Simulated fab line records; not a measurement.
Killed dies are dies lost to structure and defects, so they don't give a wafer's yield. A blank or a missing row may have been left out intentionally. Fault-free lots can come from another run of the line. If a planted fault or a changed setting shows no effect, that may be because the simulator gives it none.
One fault through the eyes of 3 desks + flow n5-finfet + what lay behind the numbers comes last; until then each desk has only its own

## DESK OF THE TOOL OWNER: rie-diel-04
The tool's own readings at N5_BEOL_M0_SAQP_STRIP_86 (strips in N2/H2): means of the sampled wafers that have a number, for each lot that ran on this tool. Any lot whose mean is over 4 standard deviations away from the usual mean is out of limits and marked OUT; that distance is given in the brackets.
Columns: A = drypump-motor-current-A at N5_BEOL_M0_SAQP_STRIP_86, usual 5.8 A; B = h2-flow-sccm at N5_BEOL_M0_SAQP_STRIP_86, usual 299.8 sccm; C = oes-product-au at N5_BEOL_M0_SAQP_STRIP_86, usual 0.76 a.u.; D = rf-vpp-V at N5_BEOL_M0_SAQP_STRIP_86, usual 121.7 V; E = showerhead-plenum-p-Torr at N5_BEOL_M0_SAQP_STRIP_86, usual 3.31 Torr; F = throttle-valve-pct at N5_BEOL_M0_SAQP_STRIP_86, usual 18.9 %
| lot  | first seen here | A   | B               | C    | D     | E    | F               |
|------|-----------------|-----|-----------------|------|-------|------|-----------------|
| L940 | day 8 08:22     | 6.0 | 299.3           | 0.74 | 122.0 | 3.44 | 19.0            |
| L941 | day 8 16:27     | 5.9 | 299.7           | 0.71 | 123.6 | 3.37 | 19.1            |
| L943 | day 9 08:13     | 6.0 | 269.8 (-33) OUT | 0.83 | 122.6 | 3.35 | 17.5 (-4.5) OUT |
| L944 | day 9 08:16     | 5.7 | 269.8 (-33) OUT | 0.90 | 121.8 | 3.23 | 17.6 (-4.3) OUT |
| L948 | day 10 06:38    | 5.8 | 269.6 (-34) OUT | 0.72 | 120.8 | 3.29 | 17.7            |
Finding of this desk: L943, L944, L948 out of limits; the first was L943 at day 9 08:13, on h2-flow-sccm at N5_BEOL_M0_SAQP_STRIP_86. In limits: L940, L941.

## THE DEFECT DESK
Per lot, the means of the sampled wafers with a number show what the inspections along the route counted. Any lot whose mean is over 4 standard deviations away from the usual mean is out of limits and marked OUT; that distance is given in the brackets.
Columns: A = raw-defect-count at N5_MOL_CONTACT_COAG_INSPECT_97, usual 40; B = raw-defect-count at N5_BEOL_M0_SAQP_INSPECT_16, usual 483
| lot  | first seen here | A  | B   |
|------|-----------------|----|-----|
| L937 | day 7 12:41     | 41 | 468 |
| L940 | day 8 06:47     | 51 | 444 |
| L941 | day 8 14:27     | 42 | 364 |
| L942 | day 8 17:26     | 47 | 464 |
| L943 | day 9 01:51     | 27 | 384 |
| L944 | day 9 05:55     | 29 | 471 |
| L945 | day 9 10:28     | 31 | 376 |
| L948 | day 10 04:44    | 51 | 356 |
| L951 | day 11 03:46    | 25 | 519 |
| L952 | day 11 16:19    | 30 | 397 |
This desk's finding: nothing out of limits on any of the 10 lots.

## METROLOGY DESK
What the gauges read, lot by lot, whatever tool the lot ran on: means of the sampled wafers that have a number. Any lot whose mean is over 4 standard deviations away from the usual mean is out of limits and marked OUT; that distance is given in the brackets. Of its 11 readings 7 are shown: those that lie furthest out on some lot.
Columns: A = DIBL_P at N5_BEOL_M4_RC_MEAS_101, usual 35.4 mV/V; B = IOFF_N at N5_BEOL_M4_RC_MEAS_101, usual 0.152 nA/um; C = ION_N at N5_BEOL_M4_RC_MEAS_101, usual 672 uA/um; D = ION_P at N5_BEOL_M4_RC_MEAS_101, usual 461 uA/um; E = SS_N at N5_BEOL_M4_RC_MEAS_101, usual 71.4 mV/dec; F = VT_N at N5_BEOL_M4_RC_MEAS_101, usual 251 mV; G = VT_P at N5_BEOL_M4_RC_MEAS_101, usual -251 mV
| lot  | first seen here | A    | B     | C   | D   | E    | F   | G    |
|------|-----------------|------|-------|-----|-----|------|-----|------|
| L937 | day 7 13:48     | 33.0 | 0.119 | 669 | 463 | 71.4 | 255 | -254 |
| L940 | day 8 07:55     | 35.0 | 0.182 | 683 | 468 | 70.7 | 244 | -247 |
| L941 | day 8 16:01     | 34.4 | 0.137 | 654 | 446 | 70.8 | 252 | -256 |
| L942 | day 8 20:31     | 35.1 | 0.133 | 663 | 452 | 71.7 | 254 | -254 |
| L943 | day 9 07:47     | 36.1 | 0.156 | 666 | 462 | 71.5 | 251 | -249 |
| L944 | day 9 07:50     | 35.6 | 0.151 | 670 | 454 | 71.7 | 252 | -254 |
| L945 | day 9 12:46     | 33.7 | 0.120 | 656 | 456 | 70.9 | 255 | -251 |
| L948 | day 10 06:00    | 33.8 | 0.131 | 670 | 459 | 70.9 | 253 | -253 |
| L951 | day 11 07:01    | 35.5 | 0.132 | 668 | 459 | 71.3 | 252 | -251 |
| L952 | day 11 17:28    | 33.5 | 0.119 | 665 | 461 | 70.9 | 255 | -251 |
This desk's finding: nothing out of limits on any of the 10 lots.

## PUT TOGETHER
At day 9 08:13, on L943, L944, L948, the tool owner's desk was in a position to raise an alarm.
Nothing out of limits was seen by the defect desk.
Metrology desk: nothing out of limits seen.
The defect desk has L943, L944, L948 on record, within its limits.
The metrology desk has L943, L944, L948 on record, within its limits.
On rie-diel-04, each named lot ran N5_BEOL_M0_SAQP_STRIP_86.

## WHAT WAS PUT IN BY THE SIMULATOR
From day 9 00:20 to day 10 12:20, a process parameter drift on rie-diel-04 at N5_BEOL_M0_SAQP_STRIP_86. A move of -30 in setting h2-flow-sccm, from 300. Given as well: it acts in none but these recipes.
Lots struck among those shown: L943, L944, L948.
Each desk's first reading out of limits, in hours after the fault started: the tool owner's desk, 8.
